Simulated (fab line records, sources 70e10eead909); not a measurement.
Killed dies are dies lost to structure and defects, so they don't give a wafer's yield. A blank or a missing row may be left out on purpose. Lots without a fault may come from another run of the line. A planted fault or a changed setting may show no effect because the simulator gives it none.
A struck lot beside a sound one | flow nand_harc | 39 steps out of a route of 1302
Sound: wafers L865.3, L865.4, L865.5. Struck: wafers L867.1, L867.2, L867.6. The cause comes at the end.
At each step with rows: each side's tool, then ch and its chambers, then its first start. Under that, the readings that differ: sound wafers | struck wafers | difference of the means | sigmas: that difference in standard deviations of wafers without a fault.
alike: readings whose means differ by less than 2 such deviations, and words and numbers that are the same on both sides. not compared: withheld readings, readings that some wafer has no value for, bounds like >300 that may hide the same value, and numbers for which the record gives no deviation and whose values overlap.
The two part at a step that has a row with sigmas, a row that says differs or no value, or rows on one side only. Numbers that don't overlap but have no deviation are shown without sigmas and don't part them. A reading that every wafer of one side lacks parts them only if that side has two wafers or more.

first, 2 steps without rows for these wafers: NHARC_A_CHANNEL_HOLE_D2_STRIP_42 (strips in CF4/CHF3); NHARC_A_CHANNEL_HOLE_D2_STRIP_43 (strips in O2/COS).
NHARC_A_CHANNEL_HOLE_D2_ETCH_44: etches the open film in CF4/O2, target depth 140 nm, overetch 14 nm, time 77 s.
  sound on rie_diel-02 ch 0,1,2, day 14 15:16; struck on rie_diel-04 ch 0,2,3, day 15 07:35
  alike: drypump_motor_current_A, oes_f_703_au, oes_product_au, rf_fwd_power_W, rf_vpp_V, showerhead_plenum_p_Torr, throttle_valve_pct
  not compared: rf_hours_counter_h
then, 3 steps without rows for these wafers: NHARC_A_CHANNEL_HOLE_D2_STRIP_28 (strips in O2); NHARC_A_CHANNEL_HOLE_D2_PRECLEAN_29 (cleans in SC1); NHARC_A_CHANNEL_HOLE_D2_SRD_30.
NHARC_A_CHANNEL_HOLE_D2_CD_MEAS_31:
  sound on cd_sem-03, day 14 16:04; struck on cd_sem-03, day 15 08:29
  alike: cd_nm
then, 1 step without rows for these wafers: NHARC_A_CHANNEL_HOLE_D2_XSEM_32.
NHARC_A_CHANNEL_HOLE_D2_INSPECT_40:
  sound on defect_inspect-01, day 14 16:15; struck on defect_inspect-02, day 15 08:40
  alike: raw_defect_count
then, 3 steps without rows for these wafers: NHARC_A_CHANNEL_FILL_D2_PRECLEAN_00 (cleans in SC1); NHARC_A_CHANNEL_FILL_D2_SRD_01; NHARC_A_CHANNEL_FILL_D2_ALD_02 (deposits SiO2, target thk 6 nm, pulse time 10 s, ald cycles 60).
NHARC_A_CHANNEL_FILL_D2_ALD_03: deposits SiNx, target thk 6 nm, pulse time 60 s, ald cycles 58.
  sound on ald_sin_batch-02 ch 0, day 14 19:53; struck on ald_sin_batch-03 ch 0, day 15 12:16
  alike: precursor_pulse_height_rel
then, 2 steps without rows for these wafers: NHARC_A_CHANNEL_FILL_D2_ALD_14 (deposits SiO2, target thk 2.5 nm, pulse time 10 s, ald cycles 25); NHARC_A_CHANNEL_FILL_D2_ALD_15 (deposits SiNx, target thk 2 nm, pulse time 60 s, ald cycles 19).
NHARC_A_CHANNEL_FILL_D2_ALD_16: deposits SiO2, target thk 1.5 nm, pulse time 10 s, ald cycles 15.
  sound on ald_hk-04 ch 0,1, day 15 04:38; struck on ald_hk-03 ch 0,1,2, day 15 20:58
  alike: heater_power_outer_w, heater_power_w, precursor_pulse_height_rel
then, 10 steps without rows for these wafers: NHARC_A_CHANNEL_FILL_D2_ANNEAL_17 (time 1800 s); NHARC_A_CHANNEL_FILL_D2_CVD_18 (deposits poly-Si, target thk 3 nm); NHARC_A_CHANNEL_FILL_D2_ETCHBACK_19 (etches the open film in HBr/Cl2, target depth 5 nm, time 1.7 s); NHARC_A_CHANNEL_FILL_D2_ETCHBACK_20 (etches the open film in C4F8/O2/Ar, target depth 27 nm, time 13.5 s); NHARC_A_CHANNEL_FILL_D2_STRIP_28 (strips in O2, time 20 s); NHARC_A_CHANNEL_FILL_D2_PRECLEAN_21 (cleans in dHF, time 30 s); NHARC_A_CHANNEL_FILL_D2_SRD_23; NHARC_A_CHANNEL_FILL_D2_CVD_05 (deposits poly-Si, target thk 5 nm); NHARC_A_CHANNEL_FILL_D2_ANNEAL_22 (time 7200 s); NHARC_A_CHANNEL_FILL_D2_ALD_25 (deposits SiOx, target thk 60 nm, pulse time 10 s, ald cycles 600).
NHARC_A_CHANNEL_FILL_D2_ETCHBACK_08: etches the open film in C4F8, target depth 220 nm, time 110 s.
  sound on rie_diel-12 ch 1,2,3; struck on rie_diel-05 ch 1,3
  alike: oes_product_au, rf_fwd_power_W, rf_vpp_V
  not compared: rf_hours_counter_h
NHARC_A_CHANNEL_FILL_D2_STRIP_29: strips in O2, time 20 s.
  sound on rie_diel-12 ch 1,2,3; struck on rie_diel-05 ch 0,1,3
  alike: drypump_motor_current_A, oes_product_au, rf_vpp_V, showerhead_plenum_p_Torr, throttle_valve_pct
  not compared: rf_hours_counter_h
then, 5 steps without rows for these wafers: NHARC_A_CHANNEL_FILL_D2_PRECLEAN_30 (cleans in dHF, time 30 s); NHARC_A_CHANNEL_FILL_D2_SRD_31; NHARC_A_CHANNEL_FILL_D2_CVD_09 (deposits poly-Si, target thk 150 nm, time 3000 s); NHARC_A_CHANNEL_FILL_D2_CMP_10 (polishes, target thk 150 nm); NHARC_A_CHANNEL_FILL_D2_SRD_12.
NHARC_A_CHANNEL_FILL_D2_RTA_24: time 5 s.
  sound on rtp_anneal-02 ch 0, day 16 17:20; struck on rtp_anneal-02 ch 0, day 17 08:56
  alike: lamp_power_pct, wafer_temp_C_max
then, 4 steps without rows for these wafers: NHARC_A_STAIRCASE_DEP_156 (deposits SiNx, target thk 50 nm); NHARC_A_STAIRCASE_DEHYDRATE_158 (time 120 s); NHARC_A_STAIRCASE_HMDS_159 (time 30 s); NHARC_A_STAIRCASE_COAT_160.
-- the record jumps here: 9 days lie between the struck wafers' starts before and after (it left off in module A_STAIRCASE and takes up again in module END, whose first step shown is number 1302 of the route) --
NHARC_END_SORT_01:
  the record has rows for the struck wafers here (prober-02 ch 0, day 26 01:26) and none for the sound ones

WHERE THEY PART
Only at NHARC_END_SORT_01, within this record.

WHY: what the simulator had put in
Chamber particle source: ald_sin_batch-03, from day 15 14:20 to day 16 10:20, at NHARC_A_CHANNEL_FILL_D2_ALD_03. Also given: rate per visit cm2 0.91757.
